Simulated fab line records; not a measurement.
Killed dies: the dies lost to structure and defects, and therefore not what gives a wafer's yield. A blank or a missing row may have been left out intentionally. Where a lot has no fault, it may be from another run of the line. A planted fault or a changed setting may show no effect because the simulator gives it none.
fab line records    flow nand-harc
[record] lots = 11  wafers = 33  last-day = 24
route steps=1159 shown P_M1@297 P_M2@326
lots that met no fault: taken from a fault-free run of the same line
start-h: hours from the record's first day to the start of the lot's first wafer shown    wait-h: hours elapsed since this lot's preceding step    " same as the row above    L1.1+2: several wafers, shown together as one row    - value missing, or start not given    * or withheld: withheld    < > ~ a bound
route shown NAME@n: NAME is a module with steps in the file, n the number in the route of the first one    usual: mean/standard deviation of fault-free wafers    same: alike in all rows    chamber/n: place in a boat    sites: each site's reading    _std_site: standard deviation across them    _edge_site: inner sites' mean taken away from outer sites' mean    radius-mm: how far each site lies from the wafer's centre    mask NAME#n: copy n    behind: the last tool/chamber to shape the wafer    hold: why the lot was held/for how many hours/how that ended    device: whichever transistor did not switch (one of n, p or np)    end of line: the same wafers' tests at the end of the route    a step given without rows: its recipe and nothing more    killed: dies lost to structure and defects at the first sort, not the wafer's yield    map: dies across one wafer; x = killed, . = not, _ = none there
set.NAME: the setting the step ran with; set.NAME@STEP: the setting that earlier step ran with    model.NAME: the simulator's own value behind a step, which no gauge read
route steps across a sampled set of lots; one table per step, one row per wafer
services: the hour from which a tool's chamber was out of use, counted from the record's first day as start-h (under 0 if before that day), plus the number of hours and why
[[steps]]
[step NHARC_P_M1_INSPECT_11]
[usual] raw-defect-count = 4.1/2.6
lot.wafer  tool               chamber  start-h  wait-h  raw-defect-count
L300.1     defect-inspect-01  -        134.44   0.0     4
L300.4     "                  -        "        "       3
L300.5     "                  -        "        "       4
L301.2     defect-inspect-01  -        135.84   0.0     4
L301.4     "                  -        "        "       4
L301.6     "                  -        "        "       7
L302.1     defect-inspect-01  -        136.19   0.0     4
L302.2     "                  -        "        "       2
L302.6     "                  -        "        "       3
L305.3     defect-inspect-01  -        154.23   0.0     11
L305.4     "                  -        "        "       9
L305.5     "                  -        "        "       4
L306.4     defect-inspect-01  -        154.98   0.0     8
L306.5     "                  -        "        "       4
L306.6     "                  -        "        "       4
L313.2     defect-inspect-02  -        204.91   0.0     3
L313.4     "                  -        "        "       1
L313.5     "                  -        "        "       2
L316.2     defect-inspect-02  -        218.95   0.0     7
L316.3     "                  -        "        "       7
L316.4     "                  -        "        "       6
L317.3     defect-inspect-02  -        219.86   0.0     5
L317.4     "                  -        "        "       4
L317.6     "                  -        "        "       1
L318.1     defect-inspect-01  -        230.45   0.0     5
L318.3     "                  -        "        "       3
L318.6     "                  -        "        "       9
L319.2     defect-inspect-02  -        232.06   0.0     3
L319.3     "                  -        "        "       3
L319.4     "                  -        "        "       4
L322.1     defect-inspect-01  -        252.50   0.0     1
L322.4     "                  -        "        "       3
L322.6     "                  -        "        "       7
[step NHARC_P_M1_ETCH_28]
[recipe] target-depth-a = 300  over-etch-frac = 0.3  time-s = 72.99  ion-energy-ev = 150  cf4-flow-sccm = 50  n2-flow-sccm = 100  ar-flow-sccm = 150  rf-w = 300  bias-w = 100  chemistry = CF4/N2
[usual] drypump-motor-current-A = 6.0/0.44  oes-product-au = 1.000/0.011  rf-vpp-V = 314.3/2.1  showerhead-plenum-p-Torr = 2.64/0.11  throttle-valve-pct = 19.794/0.0096
lot.wafer  tool         chamber  start-h  wait-h  drypump-motor-current-A  oes-product-au  rf-hours-counter-h  rf-vpp-V  showerhead-plenum-p-Torr  throttle-valve-pct
L300.4     rie-diel-11  0        -        -       6.6                      1.009           3                   316.4     2.75                      19.807
L300.1     "            1        "        "       6.0                      0.998           3                   313.8     2.58                      19.779
L300.5     "            0        "        "       6.6                      1.003           -                   316.2     2.75                      19.797
L301.2     rie-diel-03  2        -        -       5.4                      0.982           6                   310.6     2.45                      19.799
L301.6     "            2        "        "       5.4                      0.982           -                   311.3     2.45                      19.782
L301.4     "            1        "        "       5.9                      1.007           -                   316.3     2.76                      19.806
L302.1     rie-diel-11  0        -        -       6.6                      1.010           3                   316.8     2.75                      19.791
L302.2     "            3        "        "       6.3                      0.996           3                   311.7     2.52                      19.803
L302.6     "            0        "        "       6.6                      1.010           -                   317.5     2.75                      19.789
L305.4     rie-diel-03  3        -        -       4.8                      0.996           9                   310.4     2.55                      19.789
L305.3     "            0        "        "       5.2                      0.985           8                   313.9     2.63                      19.784
L305.5     "            2        "        "       5.4                      0.979           -                   309.7     2.45                      19.809
L306.4     rie-diel-03  3        -        -       4.8                      0.987           9                   313.4     2.55                      19.803
L306.5     "            0        "        "       5.2                      0.988           -                   314.6     2.63                      19.792
L306.6     "            1        "        "       5.9                      1.005           -                   315.2     2.76                      19.795
L313.4     rie-diel-11  1        -        -       6.0                      0.999           0                   312.4     2.58                      19.796
L313.2     "            2        "        "       5.9                      0.989           0                   312.8     2.52                      19.788
L313.5     "            0        "        "       6.6                      1.022           -                   316.5     2.75                      19.793
L316.4     rie-diel-11  1        -        -       6.0                      1.015           1                   313.7     2.58                      19.784
L316.2     "            2        "        "       5.9                      0.996           1                   312.2     2.52                      19.796
L316.3     "            3        "        "       6.3                      1.019           1                   311.9     2.52                      19.784
L317.3     rie-diel-11  0        -        -       6.6                      1.016           1                   316.0     2.75                      19.788
L317.4     "            3        "        "       6.3                      1.021           1                   313.0     2.52                      19.805
L317.6     "            1        "        "       6.0                      1.005           -                   313.5     2.58                      19.798
L318.1     rie-diel-03  1        -        -       5.9                      0.989           1                   317.2     2.76                      19.795
L318.3     "            3        "        "       4.8                      0.998           1                   312.8     2.55                      19.786
L318.6     "            0        "        "       5.2                      1.003           -                   313.6     2.62                      19.804
L319.2     rie-diel-11  1        -        -       6.0                      1.011           1                   313.4     2.58                      19.797
L319.3     "            3        "        "       6.3                      1.020           1                   312.6     2.52                      19.789
L319.4     "            0        "        "       6.6                      1.007           1                   315.9     2.75                      19.815
L322.1     rie-diel-08  2        -        -       6.3                      0.988           10                  315.1     2.65                      19.778
L322.4     "            3        "        "       6.3                      1.015           9                   316.5     2.78                      19.797
L322.6     "            1        "        "       6.3                      0.994           -                   317.7     2.79                      19.791
[step NHARC_P_M2_PEB_07]
[recipe] peb-temp-c = 100  peb-time-s = 65
[usual] chill-plate-temp-C = 23.01/0.11  heater-power-total-W = 156.7/0.38  plate-temp-C = 100.03/0.13
lot.wafer  tool            chamber  start-h  wait-h  chill-plate-temp-C  heater-power-total-W  plate-temp-C
L300.1     litho-track-04  0        138.75   0.1     23.04               156.7                 100.05
L300.4     "               0        "        "       22.98               157.2                 99.75
L300.5     "               0        "        "       22.98               156.7                 99.91
L301.2     litho-track-06  0        139.87   0.1     23.21               156.7                 99.89
L301.4     "               0        "        "       22.86               157.1                 100.02
L301.6     "               0        "        "       23.09               156.8                 99.99
L302.1     litho-track-04  0        140.18   0.1     22.92               156.9                 99.97
L302.2     "               0        "        "       23.05               156.6                 100.09
L302.6     "               0        "        "       22.93               156.7                 100.24
L305.3     litho-track-04  0        158.22   0.0     23.08               163.0                 102.92
L305.4     "               0        "        "       23.00               162.6                 103.03
L305.5     "               0        "        "       22.99               163.2                 103.03
L306.4     litho-track-04  0        158.95   0.1     23.07               162.4                 102.86
L306.5     "               0        "        "       23.09               162.4                 102.87
L306.6     "               0        "        "       22.90               163.2                 102.83
L313.2     litho-track-06  0        209.08   0.1     23.04               156.3                 100.06
L313.4     "               0        "        "       22.96               156.3                 99.85
L313.5     "               0        "        "       22.98               156.7                 100.09
L316.2     litho-track-04  0        223.09   0.1     22.89               156.8                 99.91
L316.3     "               0        "        "       22.90               157.1                 99.84
L316.4     "               0        "        "       23.00               156.3                 100.00
L317.3     litho-track-04  0        223.84   0.0     22.94               157.2                 100.15
L317.4     "               0        "        "       23.08               157.0                 100.18
L317.6     "               0        "        "       22.96               157.2                 99.94
L318.1     litho-track-01  0        234.38   0.1     22.97               156.4                 99.78
L318.3     "               0        "        "       23.10               157.0                 99.89
L318.6     "               0        "        "       23.08               156.7                 99.79
L319.2     litho-track-01  0        236.25   0.1     22.90               157.2                 99.81
L319.3     "               0        "        "       23.00               156.5                 100.02
L319.4     "               0        "        "       23.10               157.0                 100.05
L322.1     litho-track-04  0        256.49   0.1     23.00               156.7                 100.07
L322.4     "               0        "        "       22.89               157.2                 100.12
L322.6     "               0        "        "       23.02               156.9                 100.23
[step NHARC_P_M2_CD_MEAS_09]
[recipe] target-cd-nm = 170  landing-energy-ev = 500
[usual] cd-nm = 170.1/0.71
lot.wafer  tool       chamber  start-h  wait-h  cd-nm
L300.1     cd-sem-03  0        138.83   -       169.5
L300.4     "          0        "        "       170.1
L300.5     "          0        "        "       170.4
L301.2     cd-sem-02  0        139.95   -       170.7
L301.4     "          0        "        "       170.5
L301.6     "          0        "        "       169.9
L302.1     cd-sem-01  0        140.26   -       169.9
L302.2     "          0        "        "       169.4
L302.6     "          0        "        "       169.6
L305.3     cd-sem-03  0        158.31   -       178.5
L305.4     "          0        "        "       179.4
L305.5     "          0        "        "       178.9
L306.4     cd-sem-02  0        159.03   -       178.9
L306.5     "          0        "        "       178.7
L306.6     "          0        "        "       178.4
L313.2     cd-sem-02  0        209.16   -       170.9
L313.4     "          0        "        "       171.4
L313.5     "          0        "        "       170.9
L316.2     cd-sem-01  0        223.17   -       169.9
L316.3     "          0        "        "       169.2
L316.4     "          0        "        "       169.1
L317.3     cd-sem-03  0        223.92   -       168.3
L317.4     "          0        "        "       169.7
L317.6     "          0        "        "       169.1
L318.1     cd-sem-02  0        234.46   -       169.8
L318.3     "          0        "        "       169.9
L318.6     "          0        "        "       169.9
L319.2     cd-sem-03  0        236.33   -       171.1
L319.3     "          0        "        "       171.2
L319.4     "          0        "        "       170.2
L322.1     cd-sem-01  0        256.57   -       168.8
L322.4     "          0        "        "       169.5
L322.6     "          0        "        "       169.8
[step NHARC_P_M2_INSPECT_11]
[usual] raw-defect-count = 4.4/2.5
lot.wafer  tool               chamber  start-h  wait-h  raw-defect-count
L300.1     defect-inspect-01  -        138.96   0.0     12
L300.4     "                  -        "        "       5
L300.5     "                  -        "        "       10
L301.2     defect-inspect-02  -        140.07   0.0     5
L301.4     "                  -        "        "       3
L301.6     "                  -        "        "       8
L302.1     defect-inspect-01  -        140.38   0.0     3
L302.2     "                  -        "        "       4
L302.6     "                  -        "        "       4
L305.3     defect-inspect-01  -        158.43   0.0     11
L305.4     "                  -        "        "       8
L305.5     "                  -        "        "       4
L306.4     defect-inspect-01  -        159.15   0.0     7
L306.5     "                  -        "        "       4
L306.6     "                  -        "        "       1
L313.2     defect-inspect-02  -        209.28   0.0     3
L313.4     "                  -        "        "       1
L313.5     "                  -        "        "       3
L316.2     defect-inspect-01  -        223.29   0.0     10
L316.3     "                  -        "        "       8
L316.4     "                  -        "        "       5
L317.3     defect-inspect-02  -        224.04   0.0     3
L317.4     "                  -        "        "       1
L317.6     "                  -        "        "       4
L318.1     defect-inspect-01  -        234.59   0.0     7
L318.3     "                  -        "        "       6
L318.6     "                  -        "        "       4
L319.2     defect-inspect-02  -        236.46   0.0     2
L319.3     "                  -        "        "       2
L319.4     "                  -        "        "       3
L322.1     defect-inspect-02  -        256.70   0.0     2
L322.4     "                  -        "        "       7
L322.6     "                  -        "        "       5
[[services]]
tool            chamber  start-h  hours  kind
rie-diel-08     1        114.59   3.7    repair
litho-track-06  -        117.00   7.0    pm
rie-diel-11     0        119.50   -      clean
rie-diel-11     1        119.50   -      clean
rie-diel-11     2        119.50   -      clean
rie-diel-11     3        119.50   -      clean
rie-diel-03     0        122.87   18.3   repair
rie-diel-08     -        124.80   9.0    pm
litho-track-04  -        141.00   7.0    pm
rie-diel-11     0        144.00   -      clean
rie-diel-11     1        144.00   -      clean
rie-diel-11     2        144.00   -      clean
rie-diel-11     3        144.00   -      clean
rie-diel-08     0        144.74   4.9    repair
rie-diel-03     1        150.07   4.3    repair
rie-diel-11     0        168.50   -      clean
rie-diel-11     1        168.50   -      clean
rie-diel-11     2        168.50   -      clean
rie-diel-11     3        168.50   -      clean
rie-diel-11     -        189.50   9.0    pm
rie-diel-11     0        189.50   9.0    vent-cycle
rie-diel-03     -        215.62   9.0    pm
rie-diel-11     0        236.41   9.4    repair
rie-diel-11     -        247.68   3.4    repair
[[key]]
[first-sign] step = NHARC_P_M2_PEB_07  reading = plate-temp-C  direction = up  sigmas = 23  usual = *  struck = *
[effect] step = NHARC_P_M2_PEB_07  reading = heater-power-total-W  direction = up  sigmas = 16  usual = *  struck = *
[effect] step = NHARC_P_M2_CD_MEAS_09  reading = cd-nm  direction = up  sigmas = 12  usual = 170.1  struck = 178.8
met-at NHARC_P_M2_PEB_07
struck-lots L305,L306
not-acting-at NHARC_P_M1_INSPECT_11,NHARC_P_M1_ETCH_28,NHARC_P_M2_INSPECT_11
onset-between 140.18 158.22
[fault] kind = process-parameter-drift  tool = litho-track-04  chamber = -  onset-h = 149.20  steps = NHARC_P_M2_PEB_07  channel = peb-temp-c  offset = *  shape = step  end-h = 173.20  acts-in = *  stated = *
